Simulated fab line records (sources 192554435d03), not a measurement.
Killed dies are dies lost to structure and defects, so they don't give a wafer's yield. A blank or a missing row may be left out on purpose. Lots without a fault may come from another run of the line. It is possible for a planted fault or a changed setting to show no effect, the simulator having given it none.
fab line records -- flow n5-finfet
record: lots: 9, wafers: 27, last-day: 18
route steps=1938 shown BEOL_M7@1299 PASSIVATION@1936
lots with no fault: from the same line, run without faults
start-h: start of the lot's first displayed wafer, in hours after the record's first day -- wait-h: hours since the lot's step before -- " the same as in the row above -- L1.1+2: several wafers, shown together as one row -- - either no value or no given start -- * or withheld: withheld -- < > ~ a bound
route shown NAME@n: a module of which the file shows steps, and the number in the route of the first -- usual: mean/standard deviation taken from wafers without a fault -- same: alike in all rows -- chamber/n: place in a boat -- sites: readings site by site -- _std_site: their standard deviation -- _edge_site: the outer-site mean with the inner-site mean subtracted -- radius-mm: for every site, how far away it sits from the centre of the wafer -- mask NAME#n: copy n -- behind: the most recent tool/chamber to have shaped the wafer -- hold: why the lot went on hold/how many hours it stayed there/how the hold came to an end -- device: names the non-switching transistor (n, p or np) -- end of line: the same wafers' tests at the end of the route -- a step with no rows: only its recipe -- killed: the dies lost at the first sort to structure and to defects; this is not the yield of the wafer -- map: dies across one wafer; x = killed, . = not, _ = none there
set.NAME: the run value of the setting; set.NAME@STEP: its run value at that earlier step -- model.NAME: the simulator's own value behind a step, which no gauge read
steps of the route over a sample of lots; a table a step, a row a wafer
services: from which hour (start-h, from the record's first day; less than 0 if before it) a tool's chamber was out of use, for how many hours, and why
== steps ==
step: N5_BEOL_M7_DESCUM_33
recipe: chemistry: O2, time-s: 7, source-power-w: 50, bias-power-w: 20, pressure-mtorr: 20, rf-frequency-hz: 2.712e+07, temp-c: 40, resist: CAR-EUV, o2-flow-sccm: 225
usual: drypump-motor-current-A: 5.7/0.46, oes-product-au: 0.79/0.1, rf-vpp-V: 243.3/1.4, showerhead-plenum-p-Torr: 2.10/0.073, throttle-valve-pct: 20.54/0.27
lot.wafer,tool,chamber,start-h,wait-h,drypump-motor-current-A,oes-product-au,rf-hours-counter-h,rf-vpp-V,showerhead-plenum-p-Torr,throttle-valve-pct
L216.1,rie-diel-03,3,213.15,1.0,5.0,0.73,210,242.1,2.07,20.59
L216.5,rie-diel-03,1,213.15,1.0,5.7,0.74,-,242.6,2.02,20.86
L216.6,rie-diel-03,2,213.15,1.0,5.3,0.70,-,243.8,2.14,20.69
L217.1,rie-diel-03,3,215.28,0.3,5.0,0.72,210,243.6,2.07,20.61
L217.2,rie-diel-03,1,215.28,0.3,5.7,0.74,194,240.3,2.01,20.83
L217.3,rie-diel-03,2,215.28,0.3,5.3,0.70,241,242.8,2.14,20.68
L218.1,rie-diel-03,2,224.65,0.0,5.3,0.70,244,244.9,2.14,20.69
L218.3,rie-diel-03,0,224.65,0.0,5.6,0.72,235,243.9,2.14,20.80
L218.6,rie-diel-03,1,224.65,0.0,5.7,0.75,-,242.9,2.01,20.83
L222.2,rie-diel-03,1,244.43,0.2,5.7,0.73,204,241.9,2.01,20.84
L222.3,rie-diel-03,0,244.43,0.2,5.7,0.70,241,241.4,2.14,20.82
L222.4,rie-diel-03,0,244.43,0.2,5.7,0.70,-,243.3,2.14,20.81
L225.1,rie-diel-01,2,269.37,0.0,5.7,1.02,0,242.9,2.08,20.64
L225.4,rie-diel-01,2,269.37,0.0,5.7,1.02,-,242.1,2.08,20.64
L225.5,rie-diel-01,0,269.37,0.0,5.6,0.84,-,243.5,2.10,20.05
L223.1,rie-diel-01,2,270.25,0.0,5.7,1.02,0,241.7,2.08,20.63
L223.2,rie-diel-01,0,270.25,0.0,5.5,0.85,60,244.4,2.10,20.08
L223.5,rie-diel-01,2,270.25,0.0,5.7,1.02,-,243.5,2.08,20.65
L232.2,rie-diel-02,0,328.29,0.0,5.2,0.80,78,242.5,2.06,20.65
L232.4,rie-diel-02,3,328.29,0.0,5.5,0.83,-,245.2,2.23,20.47
L232.5,rie-diel-02,0,328.29,0.0,5.2,0.81,-,241.4,2.06,20.62
L233.3,rie-diel-02,2,336.04,0.0,5.6,0.99,0,246.3,2.25,20.10
L233.5,rie-diel-02,2,336.04,0.0,5.6,0.99,-,244.4,2.25,20.11
L233.6,rie-diel-02,0,336.04,0.0,5.2,0.79,-,242.8,2.06,20.65
L234.1,rie-diel-02,3,344.50,0.1,5.5,0.82,95,245.3,2.23,20.48
L234.4,rie-diel-02,0,344.50,0.1,5.3,0.80,83,241.5,2.05,20.66
L234.5,rie-diel-02,2,344.50,0.1,5.6,0.96,-,244.4,2.25,20.09
step: N5_BEOL_M7_ETCH_72
recipe: chemistry: N2/H2, target: underlayer, target-depth-a: 65, mask-material: CAR-EUV, time-s: 5.2, ion-energy-ev: 200, pressure-mtorr: 30, source-w: 840, bias-w: 150, n2-flow-sccm: 200, h2-flow-sccm: 200, ends: cleared
usual: drypump-motor-current-A: 5.7/0.46, etch-rf-on-time-s: 5.16/0.12, h2-flow-sccm: 199.9/0.65, oes-product-au: 0.67/0.086, rf-fwd-power-W: 819.4/2.6, rf-vpp-V: 524.0/2.9, showerhead-plenum-p-Torr: 2.54/0.085, throttle-valve-pct: 17.9/0.31
lot.wafer,tool,chamber,start-h,wait-h,drypump-motor-current-A,etch-rf-on-time-s,h2-flow-sccm,oes-product-au,rf-fwd-power-W,rf-hours-counter-h,rf-vpp-V,showerhead-plenum-p-Torr,throttle-valve-pct
L216.1,rie-diel-03,3,213.19,0.0,5.1,5.01,200.7,0.62,818.7,210,521.9,2.53,18.1
L216.5,rie-diel-03,1,213.19,0.0,5.7,5.14,200.0,0.63,816.2,-,518.7,2.44,18.2
L216.6,rie-diel-03,2,213.19,0.0,5.3,5.07,200.1,0.60,821.5,-,524.6,2.59,18.0
L217.1,rie-diel-03,3,215.31,0.0,5.1,5.06,199.8,0.62,820.7,210,524.8,2.53,18.1
L217.2,rie-diel-03,1,215.31,0.0,5.7,5.10,198.8,0.63,821.2,194,518.9,2.44,18.2
L217.3,rie-diel-03,2,215.31,0.0,5.3,5.13,200.1,0.60,820.1,241,525.8,2.59,18.0
L218.1,rie-diel-03,2,224.69,0.0,5.3,5.14,200.3,0.58,818.2,244,526.0,2.59,18.0
L218.3,rie-diel-03,0,224.69,0.0,5.6,5.11,200.1,0.61,819.0,235,526.1,2.61,18.3
L218.6,rie-diel-03,1,224.69,0.0,5.7,5.15,200.3,0.63,817.2,-,520.3,2.44,18.2
L222.2,rie-diel-03,1,244.47,0.0,5.7,5.04,198.8,0.63,815.3,204,521.1,2.43,18.3
L222.3,rie-diel-03,0,244.47,0.0,5.7,5.09,199.3,0.60,819.2,241,527.2,2.61,18.3
L222.4,rie-diel-03,0,244.47,0.0,5.6,5.07,201.1,0.61,820.2,-,523.5,2.61,18.3
L225.1,rie-diel-01,2,269.40,0.0,5.7,4.96,199.9,0.90,814.9,0,521.9,2.48,17.7
L225.4,rie-diel-01,2,269.40,0.0,5.7,4.94,200.2,0.88,818.1,-,525.0,2.48,17.7
L225.5,rie-diel-01,0,269.40,0.0,5.6,5.16,199.6,0.72,821.5,-,526.1,2.57,17.5
L223.1,rie-diel-01,2,270.29,0.0,5.7,5.05,199.6,0.87,820.0,0,521.0,2.48,17.7
L223.2,rie-diel-01,0,270.29,0.0,5.6,5.22,200.6,0.72,820.4,60,524.2,2.57,17.5
L223.5,rie-diel-01,2,270.29,0.0,5.7,5.03,200.4,0.87,821.1,-,524.0,2.48,17.8
L232.2,rie-diel-02,0,328.33,0.0,5.3,5.46,200.5,0.67,819.7,78,521.1,2.47,17.8
L232.4,rie-diel-02,3,328.33,0.0,5.5,5.15,200.3,0.71,818.0,-,527.3,2.64,17.5
L232.5,rie-diel-02,0,328.33,0.0,5.2,5.46,200.7,0.67,819.7,-,522.5,2.47,17.8
L233.3,rie-diel-02,2,336.07,0.0,5.6,5.21,199.9,0.83,821.0,0,528.4,2.71,17.4
L233.5,rie-diel-02,2,336.07,0.0,5.6,5.20,200.5,0.84,819.4,-,528.6,2.71,17.4
L233.6,rie-diel-02,0,336.07,0.0,5.3,5.54,198.8,0.66,819.1,-,520.3,2.47,17.8
L234.1,rie-diel-02,3,344.54,0.0,5.5,5.24,199.9,0.70,815.5,95,528.7,2.64,17.5
L234.4,rie-diel-02,0,344.54,0.0,5.3,5.54,201.0,0.66,826.4,83,521.1,2.46,17.8
L234.5,rie-diel-02,2,344.54,0.0,5.6,5.18,199.5,0.81,816.8,-,531.4,2.71,17.4
step: N5_BEOL_M7_VIA_ETCH_34
recipe: chemistry: C4F6/O2, target: SiCOH_lowk, target-depth-a: 1255, mask-material: SOC, taper-deg: 4, time-s: 50.5, ion-energy-ev: 250, pressure-mtorr: 30, source-w: 345, bias-w: 185, Ar_flow_sccm: 300, C4F6_flow_sccm: 10, O2_flow_sccm: 10
usual: O2_flow_sccm: 9.999/0.029, drypump-motor-current-A: 5.7/0.46, oes-product-au: 0.78/0.099, rf-fwd-power-W: 341.7/1.2, rf-vpp-V: 668/24, showerhead-plenum-p-Torr: 2.85/0.11, throttle-valve-pct: 20.97/0.27
lot.wafer,tool,chamber,start-h,wait-h,O2_flow_sccm,drypump-motor-current-A,oes-product-au,rf-fwd-power-W,rf-hours-counter-h,rf-vpp-V,showerhead-plenum-p-Torr,throttle-valve-pct
L216.1,rie-diel-03,3,213.33,0.0,10.026,5.1,0.72,340.9,210,673,2.78,20.86
L216.5,rie-diel-03,1,213.33,0.0,9.960,5.7,0.74,341.4,-,658,2.72,21.12
L216.6,rie-diel-03,2,213.33,0.0,10.034,5.3,0.69,342.4,-,646,2.93,21.24
L217.1,rie-diel-03,3,215.46,0.0,9.981,5.1,0.72,341.2,210,674,2.78,20.86
L217.2,rie-diel-03,1,215.46,0.0,10.025,5.7,0.75,341.0,194,656,2.72,21.11
L217.3,rie-diel-03,2,215.46,0.0,10.013,5.3,0.69,342.9,241,646,2.93,21.21
L218.1,rie-diel-03,2,224.83,0.0,9.947,5.3,0.66,259.6,244,744,2.93,21.21
L218.3,rie-diel-03,0,224.83,0.0,9.967,5.7,0.68,259.7,235,744,2.95,21.48
L218.6,rie-diel-03,1,224.83,0.0,10.019,5.7,0.70,256.7,-,758,2.71,21.10
L222.2,rie-diel-03,1,244.61,0.0,10.025,5.7,0.70,255.8,204,756,2.71,21.13
L222.3,rie-diel-03,0,244.61,0.0,10.019,5.7,0.66,260.5,241,744,2.94,21.49
L222.4,rie-diel-03,0,244.61,0.0,9.999,5.7,0.67,261.3,-,745,2.94,21.50
L225.1,rie-diel-01,2,269.55,0.0,9.998,5.7,1.02,341.9,0,702,2.79,20.95
L225.4,rie-diel-01,2,269.55,0.0,10.024,5.7,1.02,343.5,-,701,2.79,20.95
L225.5,rie-diel-01,0,269.55,0.0,10.024,5.6,0.84,343.0,-,667,2.87,20.63
L223.1,rie-diel-01,2,270.43,0.0,10.047,5.7,1.02,341.7,0,703,2.79,20.95
L223.2,rie-diel-01,0,270.43,0.0,9.960,5.6,0.84,343.8,60,665,2.87,20.64
L223.5,rie-diel-01,2,270.43,0.0,9.987,5.7,1.02,343.3,-,702,2.79,20.94
L232.2,rie-diel-02,0,328.47,0.0,10.043,5.3,0.79,341.8,78,677,2.77,20.89
L232.4,rie-diel-02,3,328.47,0.0,10.016,5.5,0.83,341.0,-,646,3.01,20.88
L232.5,rie-diel-02,0,328.47,0.0,10.055,5.3,0.79,340.7,-,676,2.77,20.89
L233.3,rie-diel-02,2,336.22,0.0,9.975,5.6,0.96,341.5,0,690,3.00,20.32
L233.5,rie-diel-02,2,336.22,0.0,9.986,5.6,0.96,343.0,-,687,3.00,20.33
L233.6,rie-diel-02,0,336.22,0.0,9.967,5.3,0.78,343.2,-,677,2.77,20.88
L234.1,rie-diel-02,3,344.68,0.0,9.976,5.5,0.81,342.4,95,645,3.01,20.87
L234.4,rie-diel-02,0,344.68,0.0,10.008,5.3,0.77,338.7,84,676,2.77,20.91
L234.5,rie-diel-02,2,344.68,0.0,9.958,5.5,0.95,343.1,-,690,3.00,20.35
step: N5_BEOL_M7_STRIP_80
recipe: chemistry: N2/H2, time-s: 10, power-w: 450, temp-c: 40, pressure-mtorr: 20, rf-frequency-hz: 6e+07, bias-power-w: 7, n2-flow-sccm: 200, h2-flow-sccm: 200
usual: drypump-motor-current-A: 5.7/0.46, h2-flow-sccm: 199.9/0.51, oes-product-au: 0.79/0.099, rf-vpp-V: 59.1/0.92, showerhead-plenum-p-Torr: 2.54/0.085, throttle-valve-pct: 23.7/0.34
lot.wafer,tool,chamber,start-h,wait-h,drypump-motor-current-A,h2-flow-sccm,oes-product-au,rf-hours-counter-h,rf-vpp-V,showerhead-plenum-p-Torr,throttle-valve-pct
L216.1,rie-diel-03,3,-,-,5.1,200.2,0.72,210,59.4,2.52,23.8
L216.5,rie-diel-03,1,-,-,5.7,200.2,0.74,-,59.0,2.43,24.1
L216.6,rie-diel-03,2,-,-,5.3,199.7,0.69,-,59.9,2.59,23.7
L217.1,rie-diel-03,3,-,-,5.0,198.5,0.73,210,60.0,2.52,23.8
L217.2,rie-diel-03,1,-,-,5.7,200.5,0.75,194,57.7,2.43,24.1
L217.3,rie-diel-03,2,-,-,5.3,199.9,0.70,241,59.1,2.58,23.7
L218.1,rie-diel-03,2,-,-,5.3,199.8,0.71,244,56.9,2.58,23.7
L218.3,rie-diel-03,0,-,-,5.6,200.1,0.72,235,58.4,2.61,24.0
L218.6,rie-diel-03,1,-,-,5.7,200.8,0.75,-,59.1,2.43,24.1
L222.2,rie-diel-03,1,-,-,5.7,200.8,0.74,204,58.8,2.43,24.1
L222.3,rie-diel-03,0,-,-,5.7,199.7,0.70,241,59.8,2.61,24.0
L222.4,rie-diel-03,0,-,-,5.7,199.4,0.70,-,59.7,2.61,24.0
L225.1,rie-diel-01,2,-,-,5.7,200.3,1.01,0,59.1,2.47,23.5
L225.4,rie-diel-01,2,-,-,5.7,199.4,1.01,-,59.8,2.47,23.5
L225.5,rie-diel-01,0,-,-,5.5,200.0,0.85,-,60.2,2.56,23.1
L223.1,rie-diel-01,2,-,-,5.7,199.9,1.01,0,59.1,2.47,23.5
L223.2,rie-diel-01,0,-,-,5.6,199.8,0.84,60,59.8,2.56,23.1
L223.5,rie-diel-01,2,-,-,5.7,198.9,1.02,-,58.4,2.47,23.5
L232.2,rie-diel-02,0,-,-,5.3,199.7,0.79,78,59.4,2.46,23.8
L232.4,rie-diel-02,3,-,-,5.5,199.9,0.83,-,59.3,2.64,23.3
L232.5,rie-diel-02,0,-,-,5.3,200.0,0.81,-,59.2,2.46,23.8
L233.3,rie-diel-02,2,-,-,5.6,199.3,0.98,0,58.8,2.71,23.2
L233.5,rie-diel-02,2,-,-,5.6,200.7,0.98,-,58.8,2.71,23.2
L233.6,rie-diel-02,0,-,-,5.2,200.1,0.79,-,60.5,2.46,23.8
L234.1,rie-diel-02,3,-,-,5.5,200.3,0.82,96,59.2,2.63,23.3
L234.4,rie-diel-02,0,-,-,5.2,199.7,0.79,84,58.6,2.46,23.8
L234.5,rie-diel-02,2,-,-,5.6,200.6,0.96,-,59.0,2.71,23.2
step: N5_PASSIVATION_PROBE_49
usual: defect-limited-yield: 91.1/1.5, killed_at_M0_to_M3: 37/11, killed_at_M4_up: 13/5.6, killed-at-contacts: 12/5.6, killed-at-front-end: 39/11, killed-at-other: 4/3.1, killed-dies: 105/18, killed-open: 69/13, killed-short: 35/7.4, sort_bin_5_function: 5.1/0.92, sort_bin_6_memory: 3.4/0.76, sort_bin_8_speed: 0.02/0.11, sort-n-pass: 1075/18, sort-yield-pct: 91.1/1.5
same: gross-dies: 1180, killed-at-back-side: 0, sort_bin_4_leakage[%]: 0
lot.wafer,tool,chamber,start-h,wait-h,defect-limited-yield[%],killed_at_M0_to_M3,killed_at_M4_up,killed-at-contacts,killed-at-front-end,killed-at-other,killed-dies,killed-open,killed-short,sort_bin_5_function[%],sort_bin_6_memory[%],sort_bin_8_speed[%],sort-n-pass,sort-yield-pct[%]
L217.1,prober-01,-,290.39,0.0,89.2,24,25,15,62,2,128,79,40,6.4,3.4,0,1052,89.2
L217.2,prober-01,-,290.44,0.1,93.8,17,16,11,23,6,73,44,28,4.2,1.6,0.08,1106,93.7
L217.3,prober-01,-,290.49,0.1,92.2,30,21,8,33,0,92,59,30,4.6,2.8,0,1088,92.2
L218.1,prober-01,-,301.72,0.0,89.0,44,11,10,59,6,130,86,42,6.7,4.1,0,1050,89.0
L218.3,prober-01,-,301.82,0.1,90.3,38,18,8,44,6,114,70,42,5.8,3.5,0,1066,90.3
L218.6,prober-01,-,301.97,0.3,90.3,32,13,12,48,9,114,65,47,5.3,4.2,0,1066,90.3
L223.1,prober-02,-,349.16,0.0,92.0,34,13,20,26,1,94,66,28,5.0,2.7,0,1086,92.0
L223.2,prober-02,-,349.21,0.1,90.5,40,7,30,33,2,112,71,41,5.3,3.6,0,1068,90.5
L223.5,prober-02,-,349.36,0.2,90.3,46,11,17,31,10,115,75,40,5.3,4.0,0,1065,90.3
L232.2,prober-02,-,406.93,0.1,91.1,32,33,9,30,1,105,67,34,5.3,3.3,0,1075,91.1
L232.4,prober-02,-,407.03,0.2,90.9,38,20,9,37,3,107,77,29,5.9,3.1,0,1073,90.9
L232.5,prober-02,-,407.08,0.2,91.4,44,20,4,27,6,101,68,32,5.1,3.3,0,1079,91.4
L234.1,prober-02,-,422.67,0.0,88.8,43,14,11,62,2,132,90,42,5.9,5.2,0,1048,88.8
L234.4,prober-02,-,422.82,0.2,88.7,47,31,10,45,0,133,91,42,5.8,5.0,0,1047,88.7
L234.5,prober-02,-,422.87,0.2,89.3,49,15,5,54,3,126,83,41,6.4,3.7,0,1054,89.3
killed by level:class
L217.1 BEOL_M4:geometric-particle:open=18 MOL_CONTACT_COAG:geometric-particle:open=13 STI_FIN_REVEAL:geometric-particle:open=12 FIN_SAQP:geometric-particle:short=11 BEOL_M0_SAQP:geometric-particle:short=9 FIN_SAQP:geometric-particle:open=8 HKMG_FIN:area-etch=8 GATE_CUT:geometric-particle:short=6
L217.2 MOL_CONTACT_COAG:geometric-particle:open=9 BEOL_M4:geometric-particle:open=8 BEOL_M0_SAQP:geometric-particle:short=6 BEOL_M1:geometric-particle:open=6 FIN_SAQP:geometric-particle:short=5 PAD_METAL:geometric-particle:short=5 DUMMY_GATE:geometric-particle:open=4 BEOL_M0_SAQP:geometric-particle:open=4
L217.3 BEOL_M0_SAQP:geometric-particle:open=12 FIN_SAQP:geometric-particle:short=10 BEOL_M4:geometric-particle:open=9 STI_FIN_REVEAL:geometric-particle:open=7 MOL_CONTACT_COAG:geometric-particle:open=7 BEOL_M0_SAQP:geometric-particle:short=7 BEOL_M2:geometric-particle:short=4 BEOL_M3:geometric-particle:open=4
L218.1 STI_FIN_REVEAL:geometric-particle:open=16 FIN_SAQP:geometric-particle:open=15 FIN_SAQP:geometric-particle:short=12 BEOL_M0_SAQP:geometric-particle:open=12 BEOL_M0_SAQP:geometric-particle:short=10 BEOL_M3:geometric-particle:open=9 MOL_CONTACT_COAG:geometric-particle:open=7 GATE_CUT:geometric-particle:short=5
L218.3 FIN_SAQP:geometric-particle:short=15 BEOL_M2:geometric-particle:open=13 FIN_SAQP:geometric-particle:open=9 STI_FIN_REVEAL:geometric-particle:open=9 BEOL_M0_SAQP:geometric-particle:short=7 MOL_CONTACT_COAG:geometric-particle:open=6 BEOL_M0_SAQP:geometric-particle:open=6 DUMMY_GATE:geometric-particle:open=4
L218.6 FIN_SAQP:geometric-particle:short=19 FIN_SAQP:geometric-particle:open=10 MOL_CONTACT_COAG:geometric-particle:open=10 BEOL_M0_SAQP:geometric-particle:open=9 BEOL_M0_SAQP:geometric-particle:short=6 BEOL_M3:geometric-particle:open=6 MIM_TOP_ETCH:geometric-particle:short=5 GATE_CUT:geometric-particle:short=4
L223.1 MOL_CONTACT_COAG:geometric-particle:open=17 BEOL_M4:geometric-particle:open=10 BEOL_M3:geometric-particle:open=8 BEOL_M0_SAQP:geometric-particle:short=7 BEOL_M0_SAQP:geometric-particle:open=5 BEOL_M1:geometric-particle:short=5 FIN_SAQP:geometric-particle:open=4 GATE_CUT:geometric-particle:short=4
L223.2 MOL_CONTACT_COAG:geometric-particle:open=24 BEOL_M0_SAQP:geometric-particle:short=13 BEOL_M3:geometric-particle:open=10 BEOL_M0_SAQP:geometric-particle:open=8 FIN_SAQP:geometric-particle:open=7 DUMMY_GATE:geometric-particle:open=6 MOL_CONTACT_COAG:geometric-particle:short=6 BEOL_M1:geometric-particle:open=5
L223.5 BEOL_M0_SAQP:geometric-particle:open=17 MOL_CONTACT_COAG:geometric-particle:open=14 BEOL_M3:geometric-particle:open=8 BEOL_M0_SAQP:geometric-particle:short=7 FIN_SAQP:geometric-particle:open=5 GATE_CUT:geometric-particle:short=5 BEOL_M2:geometric-particle:short=5 ILD0:geometric-particle:short=4
L232.2 BEOL_M4:geometric-particle:open=18 BEOL_M0_SAQP:geometric-particle:short=8 FIN_SAQP:geometric-particle:short=7 FIN_SAQP:geometric-particle:open=7 STI_FIN_REVEAL:geometric-particle:open=7 BEOL_M0_SAQP:geometric-particle:open=7 BEOL_M4:geometric-particle:short=6 MOL_CONTACT_COAG:geometric-particle:open=5
L232.4 BEOL_M1:geometric-particle:open=17 BEOL_M4:geometric-particle:open=15 FIN_SAQP:geometric-particle:short=8 MOL_CONTACT_COAG:geometric-particle:open=6 STI_FIN_REVEAL:geometric-particle:open=6 DUMMY_GATE:geometric-particle:open=6 BEOL_M0_SAQP:geometric-particle:short=5 BEOL_M0_SAQP:geometric-particle:open=5
L232.5 BEOL_M4:geometric-particle:open=10 BEOL_M0_SAQP:geometric-particle:open=9 FIN_SAQP:geometric-particle:open=8 BEOL_M1:geometric-particle:open=8 FIN_SAQP:geometric-particle:short=7 BEOL_M3:geometric-particle:open=7 BEOL_M0_SAQP:geometric-particle:short=6 BEOL_M2:geometric-particle:open=6
L234.1 STI_FIN_REVEAL:geometric-particle:open=18 FIN_SAQP:geometric-particle:open=16 FIN_SAQP:geometric-particle:short=10 BEOL_M0_SAQP:geometric-particle:open=10 BEOL_M0_SAQP:geometric-particle:short=9 MOL_CONTACT_COAG:geometric-particle:open=8 BEOL_M2:geometric-particle:open=7 STI_FIN_REVEAL:geometric-particle:short=5
L234.4 BEOL_M4:geometric-particle:open=14 BEOL_M0_SAQP:geometric-particle:open=13 FIN_SAQP:geometric-particle:short=11 FIN_SAQP:geometric-particle:open=11 STI_FIN_REVEAL:geometric-particle:open=9 BEOL_M2:geometric-particle:open=8 BEOL_M5:geometric-particle:open=8 MOL_CONTACT_COAG:geometric-particle:open=7
L234.5 FIN_SAQP:geometric-particle:open=17 FIN_SAQP:geometric-particle:short=13 BEOL_M1:geometric-particle:open=11 BEOL_M2:geometric-particle:open=9 BEOL_M0_SAQP:geometric-particle:open=6 BEOL_M3:geometric-particle:open=6 BEOL_M4:geometric-particle:open=6 BEOL_M0_SAQP:geometric-particle:short=5
== services ==
tool,chamber,start-h,hours,kind
rie-diel-02,-,204.96,14.6,pm
rie-diel-01,3,218.89,5.0,repair
rie-diel-02,0,225.17,5.2,repair
rie-diel-01,2,237.75,12.4,repair
rie-diel-03,2,244.14,-,clean
rie-diel-03,2,244.14,-,consumable-replace:focus-ring
rie-diel-03,2,244.14,16.8,scheduled-down
rie-diel-03,2,244.14,16.8,vent-cycle
rie-diel-01,2,250.55,-,clean
rie-diel-01,2,250.55,-,consumable-replace:focus-ring
rie-diel-01,2,250.55,18.5,scheduled-down
rie-diel-01,2,250.55,18.5,vent-cycle
rie-diel-01,1,269.04,-,clean
rie-diel-01,1,269.04,-,consumable-replace:focus-ring
rie-diel-03,0,270.19,-,clean
rie-diel-03,0,270.19,-,consumable-replace:focus-ring
rie-diel-02,2,301.04,12.7,repair
rie-diel-02,2,313.75,-,clean
rie-diel-02,2,313.75,-,consumable-replace:focus-ring
rie-diel-02,2,313.75,-,consumable-replace:showerhead
rie-diel-02,2,313.75,21.5,scheduled-down
rie-diel-02,2,313.75,21.5,vent-cycle
rie-diel-01,1,326.94,2.6,repair
rie-diel-02,1,334.58,3.1,repair
== key ==
first-sign: step: N5_BEOL_M7_VIA_ETCH_34, reading: rf-fwd-power-W, direction: down, sigmas: 69, usual: *, struck: *
effect: step: N5_BEOL_M7_VIA_ETCH_34, reading: rf-vpp-V, direction: up, sigmas: 3.3, usual: 668, struck: 749
met-at N5_BEOL_M7_VIA_ETCH_34
struck-lots L218,L222
rows-end L222.2,L222.3,L222.4
not-acting-at N5_BEOL_M7_DESCUM_33,N5_BEOL_M7_ETCH_72,N5_BEOL_M7_STRIP_80
onset-between 215.46 224.83
fault: kind: process-parameter-drift, tool: rie-diel-03, chamber: -, onset-h: 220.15, steps: N5_BEOL_M7_VIA_ETCH_34, channel: source-w, offset: -82.8, shape: step, acts-in: these-recipes-only, stated: 345
rows-end: these wafers met a further fault down the route, and their rows from its step on are left out
